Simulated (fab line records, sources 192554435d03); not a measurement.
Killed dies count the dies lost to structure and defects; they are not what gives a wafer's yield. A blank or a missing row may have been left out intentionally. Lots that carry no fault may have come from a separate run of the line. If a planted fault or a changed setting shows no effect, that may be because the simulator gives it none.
The tool behind it: which one? -- flow n5-finfet -- 30 wafers from 10 lots sampled at 2 of the route's 1938 steps

== WHAT THE GAUGES SHOWED, per wafer ==
N5_BEOL_M6_INSPECT_30: inspects for defects (brightfield).
lot,measured,on,raw-defect-count
L317,day 9 03:49,defect-inspect-01,469 354 417
L320,day 10 00:58,defect-inspect-02,510 571 620
L322,day 10 16:21,defect-inspect-01,432 557 461
L331,day 12 17:56,defect-inspect-01,445 591 466
L332,day 13 08:59,defect-inspect-02,377 485 409
L334,day 13 14:16,defect-inspect-02,531 623 499
L335,day 13 17:19,defect-inspect-01,385 303 501
L337,day 14 12:38,defect-inspect-01,526 553 480
L339,day 15 01:35,defect-inspect-02,292 459 339
L338,day 15 13:31,defect-inspect-02,313 408 367

== EACH LOT AND THE TOOL THAT RAN IT (in order: tool; ch and the chambers of the sampled wafers; start) ==
lot,N5_BEOL_M6_STRIP_67
L317,"rie-diel-02 ch 2,3, day 9 00:22"
L320,"rie-diel-01 ch 0,2,3, day 10 00:13"
L322,"rie-diel-04 ch 0,3, day 10 13:59"
L331,"rie-diel-02 ch 1,2,3, day 12 17:11"
L332,"rie-diel-01 ch 2,3, day 13 06:13"
L334,"rie-diel-02 ch 0,1, day 13 10:19"
L335,"rie-diel-04 ch 1,3, day 13 14:53"
L337,"rie-diel-01 ch 0,3, day 14 11:04"
L339,"rie-diel-02 ch 1,2,3, day 15 00:47"
L338,"rie-diel-04 ch 1,2,3, day 15 11:04"
- N5_BEOL_M6_STRIP_67: strips in CF4.

== THE ANSWER, worked out from the rows above alone ==
Rule: the usual values come from the lots themselves. The widest of any qualifying gaps counts: lots, ordered by their means at a reading, are off when they make up no more than a third of the lots, leave a main group of 4 or more, and stand apart from it by 3 or more times the standard deviation of that group's means. If all means in a main group match to the digits the tables above print for the reading, that group is not used. Also off: a lot with no number at a reading for which 4 or more lots have one. The other lots that the step has rows for count as sound.
Across all readings shown, no lot is off: no conclusion can be drawn from this.

== WHAT THE SIMULATOR HAD INSERTED ==
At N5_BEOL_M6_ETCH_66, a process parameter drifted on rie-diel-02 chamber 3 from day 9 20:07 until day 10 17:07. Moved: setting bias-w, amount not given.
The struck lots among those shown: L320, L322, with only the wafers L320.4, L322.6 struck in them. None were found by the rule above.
